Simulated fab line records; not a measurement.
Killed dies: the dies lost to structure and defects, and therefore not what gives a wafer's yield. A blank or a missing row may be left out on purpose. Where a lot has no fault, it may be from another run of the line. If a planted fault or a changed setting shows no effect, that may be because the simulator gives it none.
fab line records -- flow nand_harc
record lots=13, wafers=39, last_day=24
route steps=1159 shown A_CONTACT@903 A_BONDPAD@1061 END@1159
lots with no fault: from the same line, run without faults
start_h: hours from the record's first day to the start of the lot's first wafer shown -- wait_h: how many hours have passed since the lot's step before this one -- " the same as in the row above -- L1.1+2: one row covering several wafers at once -- - value missing, or start not given -- * or withheld: withheld -- < > ~ a bound
route shown NAME@n: names a module that has steps shown in the file, with the first one's number in the route -- usual: the fault-free wafers' mean and standard deviation -- same: alike in all rows -- chamber/n: place in a boat -- sites: readings site by site -- _std_site: standard deviation of those values -- _edge_site: mean of outer sites minus mean of inner sites -- radius_mm: how far each site lies from the wafer's centre -- mask NAME#n: copy n -- behind: the last tool/chamber to shape the wafer -- hold: cause of the lot's hold/its duration in hours/its outcome -- device: whichever transistor did not switch (one of n, p or np) -- end of line: at the end of the route, the tests of the same wafers -- a step given without rows: its recipe and nothing more -- killed: count of dies lost to structure and defects at first sort (not the wafer's yield) -- map: a wafer's dies, x killed, . not, _ none there
set.NAME: the setting that was run; set.NAME@STEP: the one run at that earlier step -- model.NAME: the simulator's own value behind a step, which no gauge read
route steps across a sampled set of lots; one table per step, one row per wafer
services: from which hour (start_h, from the record's first day; less than 0 if before it) a tool's chamber was out of use, for how many hours, and why
## steps
# step NHARC_A_CONTACT_ETCH_78
# recipe target_depth_a=28000, over_etch_frac=0.3, time_s=728, ion_energy_ev=150, o2_flow_sccm=400, cos_flow_sccm=20, ar_flow_sccm=0, rf_w=500, bias_w=300, chemistry=O2/COS
# usual drypump_motor_current_A=6.0/0.39, oes_product_au=1.002/0.013, rf_vpp_V=314.0/2.6, showerhead_plenum_p_Torr=3.12/0.16, throttle_valve_pct=28.331/0.0096
# same time_s=728
lot.wafer,tool,chamber,start_h,wait_h,drypump_motor_current_A,oes_product_au,rf_hours_counter_h,rf_vpp_V,showerhead_plenum_p_Torr,throttle_valve_pct
L208.1,rie_diel-03,2,370.77,-,5.6,1.007,30,317.3,3.27,28.340
L208.2,rie_diel-03,3,370.77,-,6.7,0.981,30,312.1,3.03,28.336
L208.5,rie_diel-03,2,370.77,-,5.5,1.001,-,316.2,3.27,28.327
L211.4,rie_diel-03,3,382.89,-,6.7,0.985,33,313.2,3.03,28.334
L211.3,rie_diel-03,1,382.89,-,6.0,0.997,32,311.4,2.92,28.346
L211.6,rie_diel-03,3,382.89,-,6.7,0.985,-,313.8,3.03,28.324
L209.3,rie_diel-03,3,384.05,-,6.7,0.981,34,311.8,3.03,28.336
L209.2,rie_diel-03,0,384.05,-,5.9,1.001,32,313.9,3.09,28.326
L209.5,rie_diel-03,0,384.05,-,5.9,0.998,-,314.0,3.09,28.338
L212.3,rie_diel-12,1,398.28,-,6.0,0.995,5,318.0,3.34,28.339
L212.2,rie_diel-12,0,398.28,-,6.1,0.984,5,316.4,3.22,28.337
L212.5,rie_diel-12,1,398.28,-,6.0,0.987,-,317.2,3.34,28.331
L210.2,rie_diel-12,2,402.49,-,5.3,1.016,7,312.2,2.95,28.322
L210.4,rie_diel-12,3,402.49,-,5.5,0.995,7,314.8,3.20,28.317
L210.5,rie_diel-12,2,402.49,-,5.4,1.024,-,311.7,2.95,28.322
L214.2,rie_diel-11,3,415.00,-,6.6,1.013,13,310.7,2.92,28.313
L214.4,rie_diel-11,0,415.00,-,5.8,0.989,13,311.2,2.96,28.316
L214.6,rie_diel-11,1,415.00,-,5.7,1.024,-,316.9,3.31,28.331
L216.3,rie_diel-11,0,429.90,-,5.8,0.982,17,314.0,2.95,28.327
L216.1,rie_diel-11,2,429.90,-,6.1,1.002,17,317.0,3.33,28.323
L216.5,rie_diel-11,1,429.90,-,5.6,1.013,-,316.0,3.30,28.340
L217.1,rie_diel-03,1,430.06,-,6.0,1.001,7,310.3,2.92,28.342
L217.3,rie_diel-03,2,430.06,-,5.6,0.996,5,316.3,3.27,28.324
L217.5,rie_diel-03,3,430.06,-,6.7,0.998,-,311.1,3.03,28.342
L221.4,rie_diel-11,0,445.76,-,5.8,0.980,25,311.7,2.95,28.327
L221.2,rie_diel-11,2,445.76,-,6.1,0.997,24,317.1,3.32,28.326
L221.5,rie_diel-11,0,445.76,-,5.8,0.987,-,312.0,2.95,28.324
L224.3,rie_diel-03,3,467.25,-,6.7,1.002,11,313.5,3.02,28.323
L224.1,rie_diel-03,0,467.25,-,5.9,0.999,13,313.0,3.09,28.333
L224.6,rie_diel-03,1,467.25,-,6.1,0.995,-,311.6,2.92,28.322
L225.4,rie_diel-03,2,477.44,-,5.6,0.990,13,315.8,3.26,28.342
L225.1,rie_diel-03,3,477.44,-,6.7,0.998,13,312.4,3.02,28.319
L225.6,rie_diel-03,1,477.44,-,6.0,0.993,-,309.8,2.92,28.340
L230.4,rie_diel-12,0,501.15,-,6.1,1.016,37,316.6,3.21,28.323
L230.2,rie_diel-12,3,501.15,-,5.6,1.025,38,316.2,3.19,28.344
L230.5,rie_diel-12,1,501.15,-,5.9,0.996,-,318.2,3.32,28.313
L231.4,rie_diel-11,0,502.98,-,5.8,0.995,44,311.7,2.94,28.330
L231.2,rie_diel-11,1,502.98,-,5.7,1.041,43,316.1,3.29,28.325
L231.6,rie_diel-11,0,502.98,-,5.8,0.990,-,311.5,2.94,28.309
# step NHARC_A_BONDPAD_THK_MEAS_30
# recipe thk_meas_gauge=ellipsometry
# usual thk_nm=199.7/1.3
lot.wafer,tool,chamber,start_h,wait_h,thk_nm
L208.1,film_metro-02,-,413.36,0.2,200.1
L208.2,film_metro-02,-,413.36,0.2,199.7
L208.5,film_metro-02,-,413.36,0.2,199.4
L211.3,film_metro-01,-,425.69,0.2,200.1
L211.4,film_metro-01,-,425.69,0.2,200.9
L211.6,film_metro-01,-,425.69,0.2,198.3
L209.2,film_metro-02,-,425.70,0.2,201.2
L209.3,film_metro-02,-,425.70,0.2,203.1
L209.5,film_metro-02,-,425.70,0.2,202.8
L212.2,film_metro-01,-,429.65,0.2,198.7
L212.3,film_metro-01,-,429.65,0.2,198.9
L212.5,film_metro-01,-,429.65,0.2,198.4
L210.2,film_metro-01,-,429.89,0.2,199.8
L210.4,film_metro-01,-,429.89,0.2,201.4
L210.5,film_metro-01,-,429.89,0.2,200.8
L214.2,film_metro-02,-,450.78,0.2,200.9
L214.4,film_metro-02,-,450.78,0.2,200.5
L214.6,film_metro-02,-,450.78,0.2,201.1
L216.1,film_metro-01,-,456.52,0.2,201.9
L216.3,film_metro-01,-,456.52,0.2,198.0
L216.5,film_metro-01,-,456.52,0.2,201.5
L217.1,film_metro-01,-,456.88,0.2,200.7
L217.3,film_metro-01,-,456.88,0.2,199.0
L217.5,film_metro-01,-,456.88,0.2,199.8
L221.2,film_metro-02,-,475.02,0.2,199.6
L221.4,film_metro-02,-,475.02,0.2,198.9
L221.5,film_metro-02,-,475.02,0.2,199.5
L224.1,film_metro-01,-,495.06,0.2,196.2
L224.3,film_metro-01,-,495.06,0.2,201.3
L224.6,film_metro-01,-,495.06,0.2,199.8
L225.1,film_metro-01,-,516.20,0.2,200.4
L225.4,film_metro-01,-,516.20,0.2,200.3
L225.6,film_metro-01,-,516.20,0.2,200.7
L230.2,film_metro-01,-,527.42,0.2,199.8
L230.4,film_metro-01,-,527.42,0.2,201.2
L230.5,film_metro-01,-,527.42,0.2,201.0
L231.2,film_metro-01,-,528.84,0.2,198.4
L231.4,film_metro-01,-,528.84,0.2,200.2
L231.6,film_metro-01,-,528.84,0.2,199.9
# step NHARC_A_BONDPAD_OVL_MEAS_35
# usual overlay_x_nm=1/5.1, overlay_y_nm=0/7.5
lot.wafer,tool,chamber,start_h,wait_h,overlay_x_nm,overlay_y_nm
L208.1,overlay-02,-,413.89,-,4,-2
L208.2,overlay-02,-,413.89,-,4,-3
L208.5,overlay-02,-,413.89,-,5,-2
L211.3,overlay-01,-,426.22,-,-2,2
L211.4,overlay-01,-,426.22,-,-2,2
L211.6,overlay-01,-,426.22,-,-2,2
L209.2,overlay-01,-,426.39,-,2,1
L209.3,overlay-01,-,426.39,-,2,1
L209.5,overlay-01,-,426.39,-,1,0
L212.2,overlay-02,-,430.31,-,2,-2
L212.3,overlay-02,-,430.31,-,1,-1
L212.5,overlay-02,-,430.31,-,2,-1
L210.2,overlay-02,-,430.54,-,7,5
L210.4,overlay-02,-,430.54,-,6,5
L210.5,overlay-02,-,430.54,-,6,5
L214.2,overlay-02,-,451.43,-,5,12
L214.4,overlay-02,-,451.43,-,5,13
L214.6,overlay-02,-,451.43,-,4,12
L216.1,overlay-02,-,457.18,-,7,-15
L216.3,overlay-02,-,457.18,-,7,-16
L216.5,overlay-02,-,457.18,-,7,-16
L217.1,overlay-02,-,457.53,-,-2,-7
L217.3,overlay-02,-,457.53,-,-2,-7
L217.5,overlay-02,-,457.53,-,-2,-7
L221.2,overlay-01,-,475.69,-,6,9
L221.4,overlay-01,-,475.69,-,5,9
L221.5,overlay-01,-,475.69,-,5,9
L224.1,overlay-01,-,495.60,-,9,-5
L224.3,overlay-01,-,495.60,-,10,-4
L224.6,overlay-01,-,495.60,-,9,-5
L225.1,overlay-01,-,516.86,-,6,-15
L225.4,overlay-01,-,516.86,-,6,-15
L225.6,overlay-01,-,516.86,-,6,-15
L230.2,overlay-01,-,528.07,-,0,1
L230.4,overlay-01,-,528.07,-,0,2
L230.5,overlay-01,-,528.07,-,1,1
L231.2,overlay-01,-,529.51,-,0,4
L231.4,overlay-01,-,529.51,-,0,5
L231.6,overlay-01,-,529.51,-,0,4
# step NHARC_A_BONDPAD_PVD_17
# recipe target_thk_a=50, bias_v=168.6, power_w=15000, chamber_pressure_pa=0.12, time_s=8.06, substrate_temp_c=50, material=TaN
# usual bias_v=168.7/1.6, throttle_valve_pct=30.1/1.1
# same time_s=8.06
lot.wafer,tool,chamber,start_h,wait_h,bias_v,throttle_valve_pct
L208.2,pvd_sputter-01,-,-,-,167.5,30.6
L208.1,pvd_sputter-01,-,-,-,169.9,30.1
L208.5,pvd_sputter-01,-,-,-,166.7,30.6
L211.3,pvd_sputter-01,-,-,-,169.0,30.6
L211.4,pvd_sputter-01,-,-,-,169.3,28.6
L211.6,pvd_sputter-01,-,-,-,168.1,29.8
L209.2,pvd_sputter-02,-,-,-,170.6,29.0
L209.3,pvd_sputter-02,-,-,-,168.5,32.0
L209.5,pvd_sputter-02,-,-,-,168.6,29.6
L212.3,pvd_sputter-03,-,-,-,169.4,30.3
L212.2,pvd_sputter-03,-,-,-,168.0,30.2
L212.5,pvd_sputter-03,-,-,-,169.9,30.0
L210.4,pvd_sputter-01,-,-,-,165.9,31.2
L210.2,pvd_sputter-01,-,-,-,169.1,29.0
L210.5,pvd_sputter-01,-,-,-,168.1,31.2
L214.4,pvd_sputter-02,-,-,-,170.0,29.7
L214.2,pvd_sputter-02,-,-,-,168.0,31.9
L214.6,pvd_sputter-02,-,-,-,170.1,28.8
L216.3,pvd_sputter-01,-,-,-,168.4,28.9
L216.1,pvd_sputter-01,-,-,-,166.3,31.0
L216.5,pvd_sputter-01,-,-,-,168.6,30.5
L217.1,pvd_sputter-02,-,-,-,169.6,31.6
L217.3,pvd_sputter-02,-,-,-,168.9,29.8
L217.5,pvd_sputter-02,-,-,-,168.7,31.5
L221.4,pvd_sputter-01,-,-,-,168.5,28.9
L221.2,pvd_sputter-01,-,-,-,166.3,30.0
L221.5,pvd_sputter-01,-,-,-,169.0,28.9
L224.3,pvd_sputter-03,-,-,-,168.8,29.2
L224.1,pvd_sputter-03,-,-,-,169.2,29.9
L224.6,pvd_sputter-03,-,-,-,167.8,29.6
L225.4,pvd_sputter-03,-,-,-,167.9,29.2
L225.1,pvd_sputter-03,-,-,-,169.5,30.2
L225.6,pvd_sputter-03,-,-,-,167.9,29.7
L230.4,pvd_sputter-02,-,-,-,168.5,32.0
L230.2,pvd_sputter-02,-,-,-,166.3,28.6
L230.5,pvd_sputter-02,-,-,-,167.0,32.1
L231.4,pvd_sputter-02,-,-,-,169.3,31.2
L231.2,pvd_sputter-02,-,-,-,169.9,30.4
L231.6,pvd_sputter-02,-,-,-,167.6,31.4
# step NHARC_END_SORT_01
# recipe temp_c=25
# usual killed_at_array=25/10, killed_at_other=0.6/0.91, killed_at_periphery=3.6/2.9, killed_dies=29/10, killed_open=3.3/2, killed_short=1.9/1.5
# same gross_dies=677
lot.wafer,tool,chamber,start_h,wait_h,killed_at_array,killed_at_other,killed_at_periphery,killed_dies,killed_open,killed_short
L216.1,prober-02,0,491.65,2.5,18,1,1,20,1,2
L216.3,prober-02,0,493.24,3.1,97,0,4,101,4,3
L216.5,prober-02,0,494.84,3.7,24,0,2,26,3,2
L221.2,prober-02,0,515.77,2.8,19,0,3,22,4,3
L221.4,prober-02,0,517.35,3.4,106,1,1,108,4,0
L221.5,prober-02,0,518.14,3.7,107,0,3,110,3,1
# killed by level:class
L216.1 A_SLIT:chamber_film_flake=10 A_CONTACT:chamber_film_flake=3 A_STAIRCASE:chamber_film_flake=2 A_ONON_D1:geometric_particle:short=1 A_BLC:geometric_particle:open=1 STARTING-WAFER:geometric_particle:short=1 P_STI:chamber_film_flake=1 A_CHANNEL_HOLE_D1:chamber_film_flake=1
L216.3 A_CONTACT:unspecified=87 A_SLIT:chamber_film_flake=4 A_CONTACT:chamber_film_flake=2 P_CONTACT:geometric_particle:short=1 P_M0:geometric_particle:short=1 P_M0:geometric_particle:open=1 P_M1:geometric_particle:short=1 A_WL_FILL:geometric_particle:open=1
L216.5 A_SLIT:chamber_film_flake=12 A_CONTACT:chamber_film_flake=3 A_CHANNEL_HOLE_D1:chamber_film_flake=2 A_STAIRCASE:chamber_film_flake=2 A_ONON_D1:geometric_particle:open=1 A_CONTACT:geometric_particle:short=1 A_BLC:geometric_particle:open=1 A_M0:geometric_particle:open=1
L221.2 A_CHANNEL_HOLE_D1:chamber_film_flake=7 A_STAIRCASE:chamber_film_flake=5 A_CONTACT:geometric_particle:open=2 A_CHANNEL_HOLE_D1:geometric_particle:short=1 A_CHANNEL_FILL_D1:geometric_particle:short=1 A_STAIRCASE:geometric_particle:open=1 A_CONTACT:geometric_particle:short=1 A_M0:geometric_particle:open=1
L221.4 A_CONTACT:unspecified=84 A_CHANNEL_HOLE_D1:chamber_film_flake=13 A_STAIRCASE:chamber_film_flake=3 A_ONON_D1:geometric_particle:open=1 A_WL_FILL:geometric_particle:open=1 A_CONTACT:geometric_particle:open=1 A_BLC:geometric_particle:open=1 P_ZERO_WELL:chamber_film_flake=1
L221.5 A_CONTACT:unspecified=80 A_CHANNEL_HOLE_D1:chamber_film_flake=19 P_ZERO_WELL:chamber_film_flake=2 A_ZERO_WELL:chamber_film_flake=2 A_STAIRCASE:chamber_film_flake=2 P_M1:geometric_particle:open=1 A_CHANNEL_FILL_D1:geometric_particle:open=1 A_WL_FILL:geometric_particle:short=1
## services
tool,chamber,start_h,hours,kind
rie_diel-03,0,346.84,-,clean
rie_diel-03,1,346.84,-,clean
rie_diel-03,2,346.84,-,clean
rie_diel-03,3,346.84,-,clean
rie_diel-11,-,366.55,9.0,pm
pvd_sputter-02,-,370.20,12.2,repair
rie_diel-03,0,371.53,-,clean
rie_diel-03,1,371.53,-,clean
rie_diel-12,-,379.53,9.0,pm
rie_diel-11,1,383.84,2.7,repair
pvd_sputter-03,-,387.14,4.8,repair
pvd_sputter-02,-,392.00,10.0,pm
rie_diel-03,-,392.30,9.0,pm
rie_diel-12,0,411.76,5.7,repair
pvd_sputter-02,-,428.71,2.8,repair
pvd_sputter-03,-,458.08,10.0,pm
rie_diel-11,2,465.19,1.2,repair
rie_diel-03,3,487.54,6.7,repair
pvd_sputter-01,-,506.66,4.6,repair
rie_diel-11,2,507.23,4.9,repair
rie_diel-12,3,510.43,4.7,repair
pvd_sputter-01,-,514.02,10.0,pm
rie_diel-03,3,517.52,6.5,repair
pvd_sputter-02,-,529.72,0.5,repair
## key
first_sign step=NHARC_END_SORT_01, reading=killed_dies, direction=up, sigmas=7.5, usual=29, struck=106
effect step=NHARC_END_SORT_01, reading=killed_at_array, direction=up, sigmas=7.5, usual=25, struck=103
more_kills_born_at NHARC_A_CONTACT_ETCH_78@rie_diel-11=251
met_at NHARC_A_CONTACT_ETCH_78
struck_lots L216,L221
struck_wafers L216.3,L221.4,L221.5
tester_left_out L216,L221
not_acting_at NHARC_A_BONDPAD_THK_MEAS_30,NHARC_A_BONDPAD_OVL_MEAS_35,NHARC_A_BONDPAD_PVD_17
onset_between 415.00 429.90
fault kind=chamber_particle_source, tool=rie_diel-11, chamber=0, onset_h=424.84, steps=NHARC_A_CONTACT_ETCH_78, rate_per_visit_cm2=1.3457, end_h=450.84
# tester_left_out: of these lots the tester's yield and bins aren't shown, on N5 and GAA mostly nor the transistor test; their killed dies are dies lost to structure and defects alone, not to doping, threshold or leakage, so they don't give the yield
